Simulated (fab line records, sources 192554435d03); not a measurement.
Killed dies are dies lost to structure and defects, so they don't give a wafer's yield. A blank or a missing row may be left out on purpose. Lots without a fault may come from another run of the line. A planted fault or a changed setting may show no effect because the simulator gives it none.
fab line records | flow n5_finfet | part 2 of 2: steps 24 to 38 of 38
record lots=5 wafers=15 last_day=18
route steps=1938 shown BEOL_M11@1596 BEOL_M12@1602
lots that met no fault: from a run of the same line without faults
start_h: hours from the record's first day to the start of the lot's first wafer shown | wait_h: hours since the lot's step before | " the same as in the row above | L1.1+2: a row that stands for several wafers | - no value, or no start given | * or withheld: withheld | < > ~ a bound
route shown NAME@n: a module of which the file shows steps, and the number in the route of the first | usual: mean/standard deviation of fault-free wafers | same: alike in all rows | chamber/n: place in a boat | sites: the reading at each site | _std_site: their standard deviation | _edge_site: outer sites' mean less inner sites' | radius_mm: how far each site lies from the wafer's centre | mask NAME#n: copy n | behind: the tool/chamber that last shaped the wafer | hold: why the lot was held/for how many hours/how that ended | device: the transistor (n, p or np) that didn't switch | end of line: the same wafers' tests at the end of the route | a step without rows: its recipe alone | killed: dies lost to structure and defects at the first sort, not the wafer's yield | map: a wafer's dies, x killed, . not, _ none there
set.NAME: the setting as run; set.NAME@STEP: as run at that earlier step | model.NAME: the simulator's own value behind a step, which no gauge read
lots at some steps of the route; a table a step, a row a wafer
services: from which hour (start_h, from the record's first day; less than 0 if before it) a tool's chamber was out of use, for how many hours, and why
## steps
# step N5_BEOL_M12_STRIP_64
# recipe chemistry=N2/H2 power_w=1000 temp_c=250 h2_frac=0.65 overash_fraction=0.3 pressure_mtorr=withheld n2_flow_sccm=1750 h2_flow_sccm=3250
# usual drypump_motor_current_A=5.4/0.47 heater_power_w=337/22 oes_product_au=0.715/0.0042 strip_time_to_endpoint_s=31.34/0.066
# columns lot.wafer tool chamber start_h wait_h drypump_motor_current_A heater_power_w oes_product_au rf_hours_counter_h strip_time_to_endpoint_s
L075.2 plasma_asher-01 1 259.95 0.0 6.0 355 0.713 74 31.28
L075.3 " 1 " " 5.9 365 0.712 - 31.35
L075.4 " 0 " " 4.9 327 0.716 - 31.30
L076.2 plasma_asher-02 1 269.53 0.0 5.0 352 0.715 123 31.21
L076.5 " 1 " " 5.0 341 0.711 - 31.28
L076.6 " 0 " " 5.8 301 0.712 - 31.28
L085.2 plasma_asher-02 0 327.96 0.0 5.7 304 0.716 134 31.35
L085.3 " 1 " " 5.0 342 0.720 - 31.32
L085.5 " 0 " " 5.7 304 0.721 - 31.25
L094.2 plasma_asher-01 0 364.07 0.0 5.0 332 0.719 96 31.34
L094.3 " 0 " " 4.9 322 0.717 - 31.30
L094.5 " 0 " " 4.9 328 0.715 - 31.34
L097.2 plasma_asher-01 0 381.28 0.0 4.9 327 0.716 102 31.41
L097.3 " 1 " " 6.0 362 0.716 - 31.47
L097.5 " 0 " " 4.9 327 0.717 - 31.55
# step N5_BEOL_M12_STRIP_71
# recipe chemistry=post_etch_residue_remover time_s=60 temp_c=25 remover_ph=withheld remover_water_wt_pct=withheld remover_fluoride_wt_pct=withheld
# columns lot.wafer tool chamber start_h wait_h
L075.2+3+4 wet_bench-02 6,2,5 260.04 0.1
L076.2+5+6 wet_bench-05 2,5,3 269.62 0.1
L085.2+3+5 wet_bench-04 5,6,2 328.04 0.1
L094.2+3+5 wet_bench-04 3,4,0 364.16 0.1
L097.2+3+5 wet_bench-02 2,0,5 381.37 0.1
# step N5_BEOL_M12_SRD_72
# recipe time_s=30 temp_c=23 rinse_liquid=diw dry=n2_spin spin_rpm=1500 dry_time_s=30
# columns lot.wafer tool chamber start_h wait_h
L075.2+3+4 wet_bench-02 6,2,5 260.06 0.0
L076.2+5+6 wet_bench-05 2,5,3 269.64 0.0
L085.2+3+5 wet_bench-04 5,6,2 328.06 0.0
L094.2+3+5 wet_bench-04 3,4,0 364.18 0.0
L097.2+3+5 wet_bench-02 2,0,5 381.39 0.0
# step N5_BEOL_M12_CD_MEAS_17
# recipe target_cd_nm=140 polarity=opening
# usual cd_nm=139.9/1.6
# columns lot.wafer tool chamber start_h wait_h cd_nm
L075.2 cd_sem-03 - 260.10 0.0 139.7
L075.3 " - " " 139.3
L075.4 " - " " 139.7
L076.2 cd_sem-02 - 269.68 0.0 143.8
L076.5 " - " " 141.9
L076.6 " - " " 141.6
L085.2 cd_sem-03 - 328.11 0.0 142.2
L085.3 " - " " 140.9
L085.5 " - " " 139.6
L094.2 cd_sem-03 - 364.22 0.0 139.4
L094.3 " - " " 140.8
L094.5 " - " " 139.7
L097.2 cd_sem-01 - 381.43 0.0 137.3
L097.3 " - " " 139.3
L097.5 " - " " 137.6
# step N5_BEOL_M12_COAT_65
# recipe resist=SOC temp_c=250 time_s=60 spin_rpm=1500 resist_thk_nm=300
# columns lot.wafer tool chamber start_h wait_h
L075.2+3+4 litho_track-02 0 260.13 0.0
L076.2+5+6 litho_track-04 0 269.72 0.0
L085.2+3+5 litho_track-04 0 328.14 0.0
L094.2+3+5 litho_track-02 0 364.26 0.0
L097.2+3+5 litho_track-02 0 381.46 0.0
# step N5_BEOL_M12_COAT_66
# recipe resist=SiARC temp_c=220 time_s=60 spin_rpm=1500 resist_thk_nm=110
# columns lot.wafer tool chamber start_h wait_h
L075.2+3+4 litho_track-02 0 - -
L076.2+5+6 litho_track-04 0 - -
L085.2+3+5 litho_track-04 0 - -
L094.2+3+5 litho_track-02 0 - -
L097.2+3+5 litho_track-02 0 - -
# step N5_BEOL_M12_COAT_22
# recipe spin_rpm=2888 resist_thk_nm=300
# columns lot.wafer tool chamber start_h wait_h
L075.2+3+4 litho_track-02 0 - -
L076.2+5+6 litho_track-04 0 - -
L085.2+3+5 litho_track-04 0 - -
L094.2+3+5 litho_track-02 0 - -
L097.2+3+5 litho_track-02 0 - -
# step N5_BEOL_M12_EBR_24
# recipe solvent=PGMEA ebr_width_mm=1.5
# columns lot.wafer tool chamber start_h wait_h
L075.2+3+4 litho_track-02 0 - -
L076.2+5+6 litho_track-04 0 - -
L085.2+3+5 litho_track-04 0 - -
L094.2+3+5 litho_track-02 0 - -
L097.2+3+5 litho_track-02 0 - -
# step N5_BEOL_M12_SOFTBAKE_23
# recipe temp_c=130 time_s=60
# columns lot.wafer tool chamber start_h wait_h
L075.2+3+4 litho_track-02 0 - -
L076.2+5+6 litho_track-04 0 - -
L085.2+3+5 litho_track-04 0 - -
L094.2+3+5 litho_track-02 0 - -
L097.2+3+5 litho_track-02 0 - -
# step N5_BEOL_M12_EXPOSE_25
# recipe mask_id=M12 na=0.93 source_shape=conventional sigma_outer=0.4 polarization=unpolarized dose_mj=21.8
# columns lot.wafer tool chamber start_h wait_h mask
L075.2+3+4 krf_scanner-02 0 260.26 - M12#0
L076.2+5+6 krf_scanner-01 0 269.84 - M12#0
L085.2+3+5 krf_scanner-01 0 328.27 - M12#0
L094.2+3+5 krf_scanner-01 0 364.50 - M12#0
L097.2+3+5 krf_scanner-02 0 381.59 - M12#0
# step N5_BEOL_M12_PEB_26
# recipe peb_temp_c=130 peb_time_s=90
# columns lot.wafer tool chamber start_h wait_h
L075.2+3+4 litho_track-02 0 260.31 0.0
L076.2+5+6 litho_track-02 0 269.89 0.0
L085.2+3+5 litho_track-03 0 328.32 0.0
L094.2+3+5 litho_track-02 0 364.56 0.0
L097.2+3+5 litho_track-04 0 381.64 0.0
# step N5_BEOL_M12_DEVELOP_27
# recipe develop_time_s=45 rinse_liquid=diw dry=air_spin dev_temp_c=21
# columns lot.wafer tool chamber start_h wait_h
L075.2+3+4 litho_track-02 0 - -
L076.2+5+6 litho_track-02 0 - -
L085.2+3+5 litho_track-03 0 - -
L094.2+3+5 litho_track-02 0 - -
L097.2+3+5 litho_track-04 0 - -
# step N5_BEOL_M12_HARDBAKE_32
# recipe temp_c=130 time_s=120
# columns lot.wafer tool chamber start_h wait_h
L075.2+3+4 litho_track-02 0 - -
L076.2+5+6 litho_track-02 0 - -
L085.2+3+5 litho_track-03 0 - -
L094.2+3+5 litho_track-02 0 - -
L097.2+3+5 litho_track-04 0 - -
# step N5_BEOL_M12_CD_MEAS_28
# recipe target_cd_nm=160.2 landing_energy_ev=500 detector=se_inlens polarity=opening
# usual cd_nm=160.0/1.1
# columns lot.wafer tool chamber start_h wait_h cd_nm
L075.2 cd_sem-01 0 260.42 - 160.6
L075.3 " 0 " " 160.8
L075.4 " 0 " " 159.8
L076.2 cd_sem-01 0 270.01 - 160.7
L076.5 " 0 " " 160.1
L076.6 " 0 " " 158.8
L085.2 cd_sem-02 0 328.43 - 161.4
L085.3 " 0 " " 160.5
L085.5 " 0 " " 158.7
L094.2 cd_sem-01 0 364.68 - 159.5
L094.3 " 0 " " 158.9
L094.5 " 0 " " 158.7
L097.2 cd_sem-02 0 381.76 - 159.5
L097.3 " 0 " " 159.8
L097.5 " 0 " " 159.6
# step N5_BEOL_M12_OVL_MEAS_29
# recipe points_per_wafer=44
# usual M12_OVL=0/5.8
# columns lot.wafer tool chamber start_h wait_h M12_OVL[nm]
L075.2 overlay-02 0 260.45 0.0 -2
L075.3 " 0 " " 0
L075.4 " 0 " " -7
L076.2 overlay-01 0 270.04 0.0 -3
L076.5 " 0 " " -3
L076.6 " 0 " " 0
L085.2 overlay-02 0 328.46 0.0 6
L085.3 " 0 " " 7
L085.5 " 0 " " 4
L094.2 overlay-01 0 364.71 0.0 5
L094.3 " 0 " " 6
L094.5 " 0 " " 7
L097.2 overlay-02 0 381.78 0.0 6
L097.3 " 0 " " 5
L097.5 " 0 " " 11
## services
# columns tool chamber start_h hours kind
krf_scanner-01 - 237.79 10.5 repair
cmp-03 - 243.11 0.5 repair
cmp-01 - 247.09 1.8 repair
krf_scanner-02 - 252.28 1.0 pm
cmp-04 - 252.97 1.8 repair
pecvd-03 - 259.47 5.5 pm
cmp-01 - 268.50 4.0 pm
cmp-01 - 279.79 0.9 repair
krf_scanner-01 - 298.91 1.0 pm
pecvd-04 - 300.67 1.8 repair
krf_scanner-02 - 301.49 1.3 pm
wet_bench-04 - 302.55 7.3 repair
cmp-01 - 306.65 1.1 repair
krf_scanner-02 - 314.50 1.8 repair
krf_scanner-01 - 317.14 1.3 pm
pecvd-01 0 320.20 12.9 repair
krf_scanner-02 - 325.35 6.2 repair
rie_diel-04 1 344.77 30.9 repair
krf_scanner-01 - 345.05 0.8 pm
wet_bench-05 - 352.35 2.2 repair
rie_diel-03 - 361.14 2.8 pm
plasma_asher-02 - 367.16 16.7 pm
krf_scanner-02 - 367.65 0.8 pm
pecvd-04 - 377.59 1.2 repair
